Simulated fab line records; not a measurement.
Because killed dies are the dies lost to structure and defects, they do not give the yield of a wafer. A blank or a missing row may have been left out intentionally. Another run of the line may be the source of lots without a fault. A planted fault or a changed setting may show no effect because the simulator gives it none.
Matching of chambers / flow nand-harc / NHARC_P_CONTACT_DESCUM_17 on rie-diel-02 has 4 sister chambers
The step chemistry O2, time 3 s. 27 wafers are shown with their chamber, then 12 later ones without.

WAFERS WITH THEIR CHAMBER
wafer=L074.3; chamber=0; oes-product-au (a.u.)=1.012; throttle-valve-pct (%)=11.303; rf-vpp-V (V)=57.3
wafer=L074.4; chamber=0; oes-product-au (a.u.)=1.013; throttle-valve-pct (%)=11.304; rf-vpp-V (V)=57.2
wafer=L074.5; chamber=2; oes-product-au (a.u.)=1.020; throttle-valve-pct (%)=11.319; rf-vpp-V (V)=58.0
wafer=L078.1; chamber=3; oes-product-au (a.u.)=1.012; throttle-valve-pct (%)=11.297; rf-vpp-V (V)=57.3
wafer=L078.2; chamber=2; oes-product-au (a.u.)=1.014; throttle-valve-pct (%)=11.292; rf-vpp-V (V)=57.9
wafer=L078.5; chamber=3; oes-product-au (a.u.)=0.994; throttle-valve-pct (%)=11.295; rf-vpp-V (V)=58.6
wafer=L079.1; chamber=3; oes-product-au (a.u.)=1.013; throttle-valve-pct (%)=11.308; rf-vpp-V (V)=57.1
wafer=L079.3; chamber=1; oes-product-au (a.u.)=1.003; throttle-valve-pct (%)=11.312; rf-vpp-V (V)=58.4
wafer=L079.6; chamber=1; oes-product-au (a.u.)=1.001; throttle-valve-pct (%)=11.305; rf-vpp-V (V)=58.3
wafer=L080.3; chamber=3; oes-product-au (a.u.)=0.997; throttle-valve-pct (%)=11.317; rf-vpp-V (V)=58.9
wafer=L080.5; chamber=2; oes-product-au (a.u.)=1.006; throttle-valve-pct (%)=11.313; rf-vpp-V (V)=58.1
wafer=L080.6; chamber=1; oes-product-au (a.u.)=0.993; throttle-valve-pct (%)=11.301; rf-vpp-V (V)=58.8
wafer=L081.1; chamber=2; oes-product-au (a.u.)=1.007; throttle-valve-pct (%)=11.305; rf-vpp-V (V)=58.0
wafer=L081.4; chamber=3; oes-product-au (a.u.)=0.995; throttle-valve-pct (%)=11.317; rf-vpp-V (V)=58.7
wafer=L081.6; chamber=2; oes-product-au (a.u.)=1.008; throttle-valve-pct (%)=11.325; rf-vpp-V (V)=57.4
wafer=L081.2; chamber=1; oes-product-au (a.u.)=1.005; throttle-valve-pct (%)=11.321; rf-vpp-V (V)=57.8
wafer=L081.3; chamber=3; oes-product-au (a.u.)=1.008; throttle-valve-pct (%)=11.309; rf-vpp-V (V)=57.5
wafer=L081.5; chamber=1; oes-product-au (a.u.)=0.997; throttle-valve-pct (%)=11.309; rf-vpp-V (V)=56.1
wafer=L086.1; chamber=1; oes-product-au (a.u.)=1.005; throttle-valve-pct (%)=11.311; rf-vpp-V (V)=57.9
wafer=L086.2; chamber=0; oes-product-au (a.u.)=1.006; throttle-valve-pct (%)=11.325; rf-vpp-V (V)=58.9
wafer=L086.6; chamber=0; oes-product-au (a.u.)=1.007; throttle-valve-pct (%)=11.309; rf-vpp-V (V)=58.1
wafer=L088.3; chamber=2; oes-product-au (a.u.)=0.997; throttle-valve-pct (%)=11.320; rf-vpp-V (V)=56.9
wafer=L088.4; chamber=3; oes-product-au (a.u.)=1.014; throttle-valve-pct (%)=11.300; rf-vpp-V (V)=57.5
wafer=L088.5; chamber=3; oes-product-au (a.u.)=1.010; throttle-valve-pct (%)=11.308; rf-vpp-V (V)=59.1
wafer=L088.1; chamber=0; oes-product-au (a.u.)=1.001; throttle-valve-pct (%)=11.303; rf-vpp-V (V)=57.0
wafer=L088.2; chamber=1; oes-product-au (a.u.)=0.994; throttle-valve-pct (%)=11.305; rf-vpp-V (V)=57.0
wafer=L088.6; chamber=2; oes-product-au (a.u.)=0.996; throttle-valve-pct (%)=11.318; rf-vpp-V (V)=59.0

SIGNATURES, as means of the wafers listed above
reading=oes-product-au; chamber 0=1.00780; chamber 1=0.99971; chamber 2=1.00686; chamber 3=1.00537; scatter within a chamber=0.00723
reading=throttle-valve-pct; chamber 0=11.30880; chamber 1=11.30914; chamber 2=11.31314; chamber 3=11.30637; scatter within a chamber=0.00899
reading=rf-vpp-V; chamber 0=57.700; chamber 1=57.757; chamber 2=57.900; chamber 3=58.087; scatter within a chamber=0.801
Rule: a wafer lies at a distance from a chamber equal to the root of the sum of squares, over the readings, of (its reading less the chamber's mean, divided by the reading's scatter). If the next closest chamber is less than 2 further off than the closest, the wafer can't be placed; otherwise it belongs to the closest. The scatter: take each reading less its chamber's mean, square it, sum over the shown wafers, divide by the number of wafers less the number of chambers, and take the root.

WAFERS WITHOUT THEIR CHAMBER
wafer=L090.1; oes-product-au (a.u.)=0.994; throttle-valve-pct (%)=11.297; rf-vpp-V (V)=58.7
wafer=L090.2; oes-product-au (a.u.)=0.993; throttle-valve-pct (%)=11.306; rf-vpp-V (V)=57.9
wafer=L090.5; oes-product-au (a.u.)=0.985; throttle-valve-pct (%)=11.319; rf-vpp-V (V)=56.2
wafer=L090.3; oes-product-au (a.u.)=0.999; throttle-valve-pct (%)=11.323; rf-vpp-V (V)=58.1
wafer=L090.4; oes-product-au (a.u.)=1.002; throttle-valve-pct (%)=11.311; rf-vpp-V (V)=57.8
wafer=L090.6; oes-product-au (a.u.)=0.993; throttle-valve-pct (%)=11.314; rf-vpp-V (V)=57.9
wafer=L094.1; oes-product-au (a.u.)=1.002; throttle-valve-pct (%)=11.312; rf-vpp-V (V)=58.1
wafer=L094.2; oes-product-au (a.u.)=1.007; throttle-valve-pct (%)=11.309; rf-vpp-V (V)=58.4
wafer=L094.6; oes-product-au (a.u.)=1.004; throttle-valve-pct (%)=11.312; rf-vpp-V (V)=57.4
wafer=L095.2; oes-product-au (a.u.)=1.012; throttle-valve-pct (%)=11.315; rf-vpp-V (V)=57.8
wafer=L095.3; oes-product-au (a.u.)=1.006; throttle-valve-pct (%)=11.294; rf-vpp-V (V)=59.7
wafer=L095.6; oes-product-au (a.u.)=1.021; throttle-valve-pct (%)=11.315; rf-vpp-V (V)=59.0

WHICH CHAMBER EACH WENT THROUGH
wafer=L090.1; from the rows above=can't be placed: 1 or 3 or 0 or 2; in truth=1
wafer=L090.2; from the rows above=can't be placed: 1 or 3 or 2 or 0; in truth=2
wafer=L090.5; from the rows above=can't be placed: 1 or 2 or 0 or 3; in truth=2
wafer=L090.3; from the rows above=can't be placed: 2 or 1 or 3 or 0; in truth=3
wafer=L090.4; from the rows above=can't be placed: 1 or 2 or 3 or 0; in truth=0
wafer=L090.6; from the rows above=can't be placed: 1 or 2 or 3 or 0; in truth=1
wafer=L094.1; from the rows above=can't be placed: 1 or 2 or 3 or 0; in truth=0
wafer=L094.2; from the rows above=can't be placed: 3 or 2 or 0 or 1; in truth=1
wafer=L094.6; from the rows above=can't be placed: 0 or 2 or 1 or 3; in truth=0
wafer=L095.2; from the rows above=can't be placed: 2 or 0 or 3 or 1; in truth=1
wafer=L095.3; from the rows above=can't be placed: 3 or 0 or 1 or 2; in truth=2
wafer=L095.6; from the rows above=can't be placed: 2 or 0 or 3 or 1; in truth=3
Correctly placed: 0 of 12. Cannot be placed on the basis of these rows: 12; the candidates contain the true chamber in 12. Placed wrongly: 0.
